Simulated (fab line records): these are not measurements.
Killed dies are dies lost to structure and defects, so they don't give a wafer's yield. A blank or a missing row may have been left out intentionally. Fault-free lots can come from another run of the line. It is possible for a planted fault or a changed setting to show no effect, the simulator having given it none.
Chamber matching | flow nandHarc | pecvd-01 running NHARC_A_STAIRCASE_DEP_417: 3 sister chambers
The step deposits Si3N4, target thk 60 nm. 3 wafers are shown with their chamber, then 8 later ones without.

## WAFERS WITH THEIR CHAMBER
wafer  | chamber | heaterPowerW (W)
L080.2 | 2       | 865
L080.3 | 1       | 725
L082.1 | 0       | 723

## WAFERS WHOSE CHAMBER IS MISSING
wafer  | heaterPowerW (W)
L082.2 | 809
L082.4 | 822
L090.1 | 807
L090.2 | 820
L090.6 | 837
L093.2 | 870
L093.5 | 907
L093.6 | 757

## WHICH CHAMBER EACH WENT THROUGH
wafer  | from the rows above          | in truth
L082.2 | can't be placed: 2 or 1 or 0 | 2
L082.4 | can't be placed: 2 or 1 or 0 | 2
L090.1 | can't be placed: 2 or 1 or 0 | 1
L090.2 | can't be placed: 2 or 1 or 0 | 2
L090.6 | 2                            | 2
L093.2 | 2                            | 2
L093.5 | 2                            | 2
L093.6 | can't be placed: 1 or 0 or 2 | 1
Placed correctly: 3 of 8. Can't be placed from these rows: 5 (the true chamber is among the candidates in 5). Placed wrongly: 0.
How it was worked out, from the rows above alone: a wafer's distance from a chamber is the root of the sum, over the readings, of the square of ((its reading less the chamber's mean) divided by the reading's scatter). If the next closest chamber is less than 2 further off than the closest, the wafer can't be placed; otherwise it belongs to the closest. A chamber's mean is the mean of its shown wafers. The scatter (one wafer shown for each chamber): square how far every hidden wafer sits from the nearest shown wafer, average those squares and take the square root.
